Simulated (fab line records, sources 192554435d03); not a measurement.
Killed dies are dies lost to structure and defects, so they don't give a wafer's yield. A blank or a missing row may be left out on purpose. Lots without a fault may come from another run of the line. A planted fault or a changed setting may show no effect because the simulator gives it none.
Chamber matching | flow n5_finfet | N5_FIN_SAQP_ETCH_65 on rie_si-01: 4 sister chambers
The step etches SiO2 in CF4, target depth 4 nm, time 4.4 s. 8 wafers are shown with their chamber, then 9 later ones without.

WAFERS WITH THEIR CHAMBER
wafer  | chamber | drypump_motor_current_A (A) | throttle_valve_pct (%)
L076.2 | 1       | 5.8                         | 21.76
L077.5 | 1       | 5.8                         | 21.76
L078.4 | 3       | 5.0                         | 21.75
L078.6 | 2       | 6.6                         | 21.80
L082.4 | 2       | 6.5                         | 21.80
L083.2 | 0       | 5.1                         | 21.31
L083.5 | 0       | 5.2                         | 21.32
L083.6 | 3       | 5.0                         | 21.75

WAFERS WITHOUT THEIR CHAMBER
wafer  | drypump_motor_current_A (A) | throttle_valve_pct (%)
L086.1 | 5.0                         | 21.75
L086.4 | 5.8                         | 21.76
L086.5 | 5.2                         | 21.31
L096.1 | 5.2                         | 21.31
L096.2 | 6.5                         | 21.80
L096.5 | 6.5                         | 21.80
L097.1 | 5.0                         | 21.76
L097.4 | 6.5                         | 21.80
L097.6 | 5.2                         | 21.30

WHICH CHAMBER EACH WENT THROUGH
wafer  | from the rows above | in truth
L086.1 | 3                   | 3
L086.4 | 1                   | 1
L086.5 | 0                   | 0
L096.1 | 0                   | 0
L096.2 | 2                   | 2
L096.5 | 2                   | 2
L097.1 | 3                   | 3
L097.4 | 2                   | 2
L097.6 | 0                   | 0
Placed correctly: 9 of 9. Can't be placed from these rows: 0. Placed wrongly: 0.
How it was worked out, from the rows above alone: a wafer's distance from a chamber is the root of the sum, over the readings, of the square of ((its reading less the chamber's mean) divided by the reading's scatter). The wafer belongs to the nearest chamber; if the next one is less than 2 further off, it can't be placed. A chamber's mean is the mean of its shown wafers. The scatter: the root of (the sum of the squares of (reading less its chamber's mean) over the shown wafers, divided by (wafers less chambers)).
